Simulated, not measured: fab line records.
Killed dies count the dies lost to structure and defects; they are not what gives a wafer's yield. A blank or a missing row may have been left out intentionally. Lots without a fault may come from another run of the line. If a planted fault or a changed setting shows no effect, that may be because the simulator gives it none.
Split-lot trial + flow n5-finfet + on a route of 1938 steps: 7 lots, 21 wafers read

ABOUT THE SPLIT
At N5_BEOL_M8_DEVELOP_10 (develop time 30 s), the setting develop-time-s was moved away from the recipe's 30 s on 12 of the 21 wafers read, by -16.6% to +19.7%. All remaining wafers had this setting at the recipe value.

FROM THE SPLIT TO THE READING: what the file shows between them, 5 steps
- N5_BEOL_M8_DESCUM_16: chemistry O2, time 7.9 s
- N5_BEOL_M8_ETCH_61: etches SiARC in CF4, target depth 45.5 nm, time 75.8 s
- N5_BEOL_M8_ETCH_62: etches SOC in N2/H2, target depth 110 nm, overetch 22 nm, time 165 s
- N5_BEOL_M8_STRIP_68: strips in N2/H2
- N5_BEOL_M8_STRIP_67: strips in CF4

THE READING
BEOL_M8.cd-offset-nm (the simulator's own value, which no gauge read), in nm, at N5_BEOL_M8_HM_OPEN_17 (chemistry Cl2/BCl3, target TiN, target depth 20 nm, overetch 6 nm). There is no usual value for it anywhere in the file. Average 0.1 nm, standard deviation 0.45 nm, over the 9 wafers here run with the recipe.

| wafer  | tool, chamber at the split | develop-time-s as run, s | against the recipe | BEOL_M8.cd-offset-nm, nm | against lot-mates on the recipe |
|--------|----------------------------|--------------------------|--------------------|--------------------------|---------------------------------|
| L083.3 | litho-track-05, 0          | 30                       | recipe             | -0.2                     | -                               |
| L083.4 | litho-track-05, 0          | 30                       | recipe             | 0.2                      | -                               |
| L083.5 | litho-track-05, 0          | 30                       | recipe             | -0.6                     | -                               |
| L086.1 | litho-track-05, 0          | 25.01                    | -16.6%             | 0                        | -1.2                            |
| L086.2 | litho-track-05, 0          | 30                       | recipe             | 1.2                      | -                               |
| L086.5 | litho-track-05, 0          | 25.01                    | -16.6%             | -0.2                     | -1.4                            |
| L087.1 | litho-track-05, 0          | 30                       | recipe             | 0                        | -                               |
| L087.2 | litho-track-05, 0          | 27.46                    | -8.5%              | -0.4                     | -0.5                            |
| L087.6 | litho-track-05, 0          | 30                       | recipe             | 0.2                      | -                               |
| L090.2 | litho-track-05, 0          | 35.11                    | +17.0%             | 0.2                      | no lot-mate on the recipe       |
| L090.6 | litho-track-05, 0          | 35.11                    | +17.0%             | 0.2                      | no lot-mate on the recipe       |
| L090.3 | litho-track-05, 0          | 35.11                    | +17.0%             | 0.4                      | no lot-mate on the recipe       |
| L089.3 | litho-track-05, 0          | 27.72                    | -7.6%              | -0.6                     | -0.8                            |
| L089.5 | litho-track-05, 0          | 30                       | recipe             | 0.2                      | -                               |
| L089.6 | litho-track-05, 0          | 27.72                    | -7.6%              | -1                       | -1.2                            |
| L092.1 | litho-track-01, 0          | 26.67                    | -11.1%             | -0.8                     | no lot-mate on the recipe       |
| L092.2 | litho-track-01, 0          | 26.67                    | -11.1%             | -0.2                     | no lot-mate on the recipe       |
| L092.5 | litho-track-01, 0          | 26.67                    | -11.1%             | -0.6                     | no lot-mate on the recipe       |
| L096.1 | litho-track-01, 0          | 35.91                    | +19.7%             | 1.4                      | +1.4                            |
| L096.3 | litho-track-01, 0          | 30                       | recipe             | 0                        | -                               |
| L096.5 | litho-track-01, 0          | 30                       | recipe             | 0                        | -                               |

THE FIT
A straight line over all 21 wafers: BEOL_M8.cd-offset-nm changes by +0.0329 nm for each +1% of develop-time-s; r = +0.61; the points scatter about the line by 0.47 nm.
The same after taking each lot's own level away (the mean of its wafers on the recipe; 15 wafers): +0.0782 nm for each +1%; r = +0.94; scatter 0.24 nm.
Per that fit: largest develop-time-s move, reading shift of 1.5 nm.
The lots' own levels span -0.20 to 1.20 nm, that is 3.1 times the standard deviation above.
So the lot-to-lot level blurs the effect unless lot-mates are compared.
Check: +1.59 nm against its lot-mates is what the line predicts for one of the wafers moved furthest among these (+19.7%) when that wafer is left out of the fit. Against them it came out at +1.4 nm.

OTHER SPLITS ON THESE WAFERS
Note: prior to the reading, these wafers also went through further splits. Each is held against what the fit with the lots' levels taken away leaves over:
| other split on the same wafers   | wafers away from the commonest value | r with BEOL_M8.cd-offset-nm (lot level and that fit taken away) |
|----------------------------------|--------------------------------------|-----------------------------------------------------------------|
| N5_BEOL_M7_VIA_ETCH_34 time-s    | 9                                    | +0.05                                                           |
| N5_BEOL_M7_TRENCH_ETCH_37 bias-w | 8                                    | +0.16                                                           |
| N5_BEOL_M8_COAT_05 spin-rpm      | 5                                    | +0.35                                                           |

THE WHOLE CHAIN: every reading that the file lists as answering this split, in the file's order
| step                  | what it does                                                         | reading                                                               | change (the file's fit)                | r (the file's) |
|-----------------------|----------------------------------------------------------------------|-----------------------------------------------------------------------|----------------------------------------|----------------|
| N5_BEOL_M8_ETCH_61    | etches SiARC in CF4, target depth 45.5 nm, time 75.8 s               | BEOL_M8.cd-offset-nm (the simulator's own value, which no gauge read) | +0.058 nm for each +1% of the setting  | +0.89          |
| N5_BEOL_M8_ETCH_62    | etches SOC in N2/H2, target depth 110 nm, overetch 22 nm, time 165 s | BEOL_M8.cd-offset-nm (the simulator's own value, which no gauge read) | +0.0778 nm for each +1% of the setting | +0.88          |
| N5_BEOL_M8_HM_OPEN_17 | chemistry Cl2/BCl3, target TiN, target depth 20 nm, overetch 6 nm    | BEOL_M8.cd-offset-nm (the simulator's own value, which no gauge read) | +0.0769 nm for each +1% of the setting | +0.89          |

FILE'S OWN FIT
BEOL_M8.cd-offset-nm changes by +0.0769 nm for each +1% of develop-time-s, r = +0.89.
